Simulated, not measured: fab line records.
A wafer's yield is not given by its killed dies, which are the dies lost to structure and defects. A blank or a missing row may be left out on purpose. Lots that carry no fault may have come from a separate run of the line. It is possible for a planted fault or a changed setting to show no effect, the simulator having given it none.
Matching of chambers -- flow nandHarc -- NHARC_P_ZERO_WELL_ETCH_63 on rieSi-02: 4 sister chambers
The step etches the open film in HBr/Cl2, target depth 120 nm, time 40.1 s. 18 wafers are shown with their chamber, then 9 later ones without.

## WAFERS WITH THEIR CHAMBER
wafer,chamber,hbrFlowSccm (sccm),throttleValvePct (%),oesProductAu (a.u.)
L074.1,3,149.2,26.410,0.993
L074.2,0,150.5,26.409,0.995
L074.3,2,150.1,26.402,1.004
L078.1,1,150.3,26.404,0.992
L078.4,0,149.8,26.408,1.009
L078.5,2,150.2,26.424,1.002
L079.4,3,149.8,26.391,1.001
L079.5,0,150.0,26.397,1.001
L079.6,3,150.2,26.403,1.008
L081.2,2,150.4,26.420,0.999
L081.3,1,149.9,26.408,0.999
L081.6,1,150.1,26.405,1.004
L087.2,1,150.8,26.403,0.996
L087.3,2,149.9,26.403,0.997
L087.4,3,150.1,26.423,0.989
L090.2,0,150.7,26.411,1.005
L090.3,3,149.4,26.407,1.000
L090.6,0,150.2,26.420,0.991

SIGNATURES (averages over the wafers above)
reading,chamber 0,chamber 1,chamber 2,chamber 3,scatter within a chamber
hbrFlowSccm,150.240,150.275,150.150,149.740,0.365
throttleValvePct,26.40900,26.40500,26.41225,26.40680,0.00929
oesProductAu,1.00020,0.99775,1.00050,0.99820,0.0062
Rule: for each reading, subtract the chamber's mean from the wafer's reading, divide by that reading's scatter and square the result; add these up over the readings and take the root, which gives the wafer's distance from the chamber. The wafer belongs to the nearest chamber; if the next one is less than 2 further off, it can't be placed. How the scatter is found: for the shown wafers, subtract from each reading the mean of its chamber, square and add these, divide the total by (wafers less chambers), then take the root.

## WAFERS MISSING THEIR CHAMBER
wafer,hbrFlowSccm (sccm),throttleValvePct (%),oesProductAu (a.u.)
L091.1,150.1,26.394,1.000
L091.3,149.9,26.407,0.999
L091.4,150.0,26.420,0.997
L092.1,149.9,26.407,0.993
L092.5,149.2,26.399,1.001
L092.6,150.1,26.406,0.992
L094.3,149.9,26.401,1.004
L094.4,150.3,26.411,1.012
L094.5,149.7,26.384,0.986

## THE CHAMBER EACH PASSED THROUGH
wafer,from the rows above,in truth
L091.1,can't be placed: 1 or 0 or 3 or 2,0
L091.3,can't be placed: 3 or 2 or 0 or 1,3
L091.4,can't be placed: 2 or 0 or 3 or 1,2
L092.1,can't be placed: 3 or 1 or 2 or 0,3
L092.5,can't be placed: 3 or 2 or 0 or 1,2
L092.6,can't be placed: 1 or 3 or 0 or 2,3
L094.3,can't be placed: 3 or 0 or 2 or 1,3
L094.4,can't be placed: 2 or 0 or 1 or 3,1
L094.5,can't be placed: 3 or 1 or 0 or 2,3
Correctly placed: 0 of 9. From these rows, 9 cannot be placed; in 9 the true chamber is one of the candidates. 0 placed wrongly.
